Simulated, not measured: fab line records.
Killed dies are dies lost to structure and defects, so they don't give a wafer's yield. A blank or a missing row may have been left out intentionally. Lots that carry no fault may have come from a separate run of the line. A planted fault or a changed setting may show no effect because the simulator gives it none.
Comparing a struck lot with a sound one + flow n5 finfet + 17 steps out of a route of 1938
Sound: these wafers, L351.1, L351.4, L351.5. Wafers L341.4, L341.5, L341.6 were the ones struck. Last of all comes the cause.
Each step with rows lists, per side, the tool, then ch with its chambers, then its first start. Under that, the readings that differ: sound wafers + struck wafers + difference of the means + sigmas: that difference in standard deviations of wafers without a fault.
alike: a reading whose means differ by less than 2 such deviations, as well as words and numbers matching on both sides. not compared: withheld readings; readings where some wafer has no value; bounds like >300 that might hide an equal value; numbers whose values overlap and for which the record gives no deviation.
A row with sigmas, a row that says differs or no value, or rows on one side alone: a step with any of these is where the two part. When numbers do not overlap yet have no deviation, they are printed without sigmas and do not part them. A reading that every wafer of one side lacks parts them only if that side has two wafers or more.

first, 11 steps without rows for these wafers: N5_DUMMY_GATE_ETCH_36 (etches SiARC in CF4, target depth 13 nm); N5_DUMMY_GATE_ETCH_37 (etches SOC in N2/H2, target depth 60 nm, overetch 30 nm); N5_DUMMY_GATE_STRIP_38 (strips in N2/H2); N5_DUMMY_GATE_STRIP_39 (strips in N2/H2); N5_DUMMY_GATE_TRIM_49 (chemistry O2, time 29 s, target cd 14 nm); N5_DUMMY_GATE_STRIP_40 (strips in CF4); N5_DUMMY_GATE_ETCH_31 (etches SiO2 in C4F6/O2, target depth 82.5 nm, time 27.5 s); N5_DUMMY_GATE_STRIP_41 (strips in O2); N5_DUMMY_GATE_HM_OPEN_21 (chemistry CH3F/O2, target SiNx, target depth 120 nm, time 171.4 s); N5_DUMMY_GATE_ETCH_32 (etches SiO2 in CF4, target depth 3.5 nm, time 3.9 s); N5_DUMMY_GATE_ETCH_23 (etches poly-Si in HBr/Cl2/O2, target depth 41 nm, time 22.3 s).
N5_DUMMY_GATE_ETCH_44: etches poly-Si in HBr/O2, stops on SiO2, target depth 127.5 nm.
  sound on rie si-03 ch 0,1,3, day 8 06:25; struck on rie si-04 ch 0,2,3, day 5 16:13
  no value came back on the struck wafers for any of 6 readings (HBr_flow_sccm (sccm), O2_flow_sccm (sccm) and others); on the sound wafers HBr_flow_sccm (sccm) reads 120.0 120.5 119.7
| reading                     | sound        | struck       | difference | sigmas |
|-----------------------------|--------------|--------------|------------|--------|
| model.DUMMY_GATE.cd nm (nm) | 14.8 15 15.2 | 13.8 14.2 14 | -1.0       |        |
  not compared: rf hours counter h
N5_DUMMY_GATE_CD_MEAS_24 targets a cd of 15 nm.
  sound on cd sem-03 at day 8 06:32; struck on cd sem-03 at day 5 16:18
| reading    | sound             | struck            | difference | sigmas |
|------------|-------------------|-------------------|------------|--------|
| cd nm (nm) | 14.57 14.82 15.18 | 13.50 13.98 14.25 | -0.95      | -3     |
N5_DUMMY_GATE_ETCH_42: etches SiO2 in CHF3/O2, target depth 3.5 nm, time 31 s.
  sound on rie diel-03 ch 0,1,2, day 8 06:35; struck on rie diel-03 ch 1,2,3, day 5 16:22
| reading                     | sound      | struck     | difference | sigmas |
|-----------------------------|------------|------------|------------|--------|
| model.DUMMY_GATE.cd nm (nm) | 15 15 15.2 | 13.8 14 14 | -1.1       |        |
  alike: CHF3_flow_sccm, O2_flow_sccm, bias w, drypump motor current A, oes product au, rf vpp V, showerhead plenum p Torr, throttle valve pct
  not compared: rf hours counter h
then, 1 step without rows for these wafers: N5_DUMMY_GATE_STRIP_48 (strips in N2/H2, time 20 s).
N5_BEOL_M4_RC_MEAS_101:
  the record has rows for the sound wafers here (prober-02 ch 0, day 13 20:00) and none for the struck ones
-- a jump in the record: the struck wafers' starts before and after are 10 days apart (it breaks off in module BEOL_M4 and resumes in module PASSIVATION, where the first step shown is number 1936 of the route) --
N5_PASSIVATION_PROBE_49:
  only the struck wafers here have rows in the record (prober-02, day 15 20:44); the sound ones have none

== WHERE THEY PART ==
At N5_DUMMY_GATE_ETCH_44 first; at N5_PASSIVATION_PROBE_49 last (within this record only).

WHY: what had been put in by the simulator
Entire step skipped (rie si-04, N5_DUMMY_GATE_ETCH_44), from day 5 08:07 onward. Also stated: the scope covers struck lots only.
